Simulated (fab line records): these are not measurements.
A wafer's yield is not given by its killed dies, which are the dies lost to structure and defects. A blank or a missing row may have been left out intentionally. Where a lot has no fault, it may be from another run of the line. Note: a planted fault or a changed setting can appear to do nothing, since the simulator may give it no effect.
What tool caused it? / flow n5 finfet / 11 lots, 33 wafers sampled, at 4 steps of a route of 1938

WHAT EACH GAUGE READ, for each wafer
N5_BEOL_M2_CD_MEAS_28: target cd 26.2 nm, target cd y 24.1 nm.
lot=L840; measured=day 6 21:33; on=cd sem-02; cd nm (nm)=25.95 26.03 25.94
lot=L843; measured=day 8 02:22; on=cd sem-03; cd nm (nm)=25.88 26.70 26.30
lot=L844; measured=day 8 05:19; on=cd sem-02; cd nm (nm)=26.35 26.53 26.37
lot=L845; measured=day 8 05:55; on=cd sem-01; cd nm (nm)=26.71 26.11 26.29
lot=L846; measured=day 8 09:31; on=cd sem-03; cd nm (nm)=26.95 27.40 27.74
lot=L847; measured=day 8 16:27; on=cd sem-02; cd nm (nm)=27.47 27.55 27.43
lot=L848; measured=day 8 19:32; on=cd sem-01; cd nm (nm)=26.11 26.01 25.63
lot=L852; measured=day 9 21:05; on=cd sem-02; cd nm (nm)=26.34 26.42 26.21
lot=L858; measured=day 11 12:13; on=cd sem-02; cd nm (nm)=26.56 26.23 26.21
lot=L860; measured=day 12 03:48; on=cd sem-02; cd nm (nm)=25.68 26.11 26.09
lot=L862; measured=day 12 12:29; on=cd sem-03; cd nm (nm)=26.36 25.78 26.37

EACH LOT AND THE TOOL THAT RAN IT (in order: tool; ch and the chambers of the sampled wafers; start)
lot=L840; N5_BEOL_M2_ETCH_63=rie diel-01 ch 0,2,3, day 6 20:43; N5_BEOL_M2_ETCH_64=rie diel-01 ch 0,2,3, day 6 20:45; N5_BEOL_M2_EXPOSE_25=euv scanner-01 ch 0, day 6 21:25
lot=L843; N5_BEOL_M2_ETCH_63=rie diel-03 ch 1,3, day 8 01:33; N5_BEOL_M2_ETCH_64=rie diel-03 ch 1,3, day 8 01:35; N5_BEOL_M2_EXPOSE_25=euv scanner-02 ch 0, day 8 02:14
lot=L844; N5_BEOL_M2_ETCH_63=rie diel-01 ch 1,2,3, day 8 04:20; N5_BEOL_M2_ETCH_64=rie diel-01 ch 1,2,3, day 8 04:22; N5_BEOL_M2_EXPOSE_25=euv scanner-01 ch 0, day 8 05:11
lot=L845; N5_BEOL_M2_ETCH_63=rie diel-01 ch 2,3, day 8 05:09; N5_BEOL_M2_ETCH_64=rie diel-01 ch 2,3, day 8 05:11; N5_BEOL_M2_EXPOSE_25=euv scanner-01 ch 0, day 8 05:47
lot=L846; N5_BEOL_M2_ETCH_63=rie diel-03 ch 2,3, day 8 08:47; N5_BEOL_M2_ETCH_64=rie diel-03 ch 2,3, day 8 08:48; N5_BEOL_M2_EXPOSE_25=euv scanner-01 ch 0, day 8 09:22
lot=L847; N5_BEOL_M2_ETCH_63=rie diel-03 ch 0,1,3, day 8 15:38; N5_BEOL_M2_ETCH_64=rie diel-03 ch 0,1,3, day 8 15:40; N5_BEOL_M2_EXPOSE_25=euv scanner-01 ch 0, day 8 16:19
lot=L848; N5_BEOL_M2_ETCH_63=rie diel-03 ch 1,3, day 8 18:42; N5_BEOL_M2_ETCH_64=rie diel-03 ch 1,3, day 8 18:44; N5_BEOL_M2_EXPOSE_25=euv scanner-02 ch 0, day 8 19:24
lot=L852; N5_BEOL_M2_ETCH_63=rie diel-05 ch 1,2, day 9 20:15; N5_BEOL_M2_ETCH_64=rie diel-05 ch 1,2, day 9 20:17; N5_BEOL_M2_EXPOSE_25=euv scanner-02 ch 0, day 9 20:56
lot=L858; N5_BEOL_M2_ETCH_63=rie diel-03 ch 0,1, day 11 11:24; N5_BEOL_M2_ETCH_64=rie diel-03 ch 0,1, day 11 11:25; N5_BEOL_M2_EXPOSE_25=euv scanner-02 ch 0, day 11 12:05
lot=L860; N5_BEOL_M2_ETCH_63=rie diel-03 ch 1,2,3, day 12 02:37; N5_BEOL_M2_ETCH_64=rie diel-03 ch 1,2,3, day 12 02:39; N5_BEOL_M2_EXPOSE_25=euv scanner-02 ch 0, day 12 03:39
lot=L862; N5_BEOL_M2_ETCH_63=rie diel-03 ch 0,2, day 12 11:36; N5_BEOL_M2_ETCH_64=rie diel-03 ch 0,2, day 12 11:38; N5_BEOL_M2_EXPOSE_25=euv scanner-02 ch 0, day 12 12:21
- N5_BEOL_M2_ETCH_63: etches SiARC in CF4, target depth 15.6 nm, time 26 s.
- N5_BEOL_M2_ETCH_64: etches SOC in N2/H2, target depth 75 nm, overetch 22.5 nm, time 121.9 s.
- N5_BEOL_M2_EXPOSE_25: exposes mask V1, defocus 5 nm.

THE ANSWER, worked out from the rows above alone
Rule: what is usual is taken from the lots themselves. Put in order of their means at a reading, lots are off if they are a third of the lots or fewer, leave a main group of 4 or more, and stand apart from it by a gap of 3 or more times the standard deviation of the main group's means; of several such gaps the widest counts. A main group whose means are all the same, to the digits that the tables above print for the reading, isn't used. A lot without any number at a reading at which 4 lots or more have one is off too. Any other lot the step has rows for is counted as sound.
Off: L846, L847, at N5_BEOL_M2_CD_MEAS_28 (cd nm). The main group: mean 26.20 nm, standard deviation 0.18.
A tool fits if, at a process step before that reading, it ran every lot that is off, and no sound lot after the first of them. Gauges at N5_BEOL_M2_CD_MEAS_28: tried the same way as those tools. One fits: euv scanner-01 at N5_BEOL_M2_EXPOSE_25. A fault onset in the window from L845 (day 8 05:47, its last sound lot) to L846 (day 8 09:22, its first lot off) fits.

WHAT THE SIMULATOR HAD PUT IN
Process parameters drifting: euv scanner-01 at N5_BEOL_M2_EXPOSE_25, beginning at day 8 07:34. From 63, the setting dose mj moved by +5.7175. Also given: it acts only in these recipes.
Shown lots that were struck: L846, L847. The rule above reached the same finding.
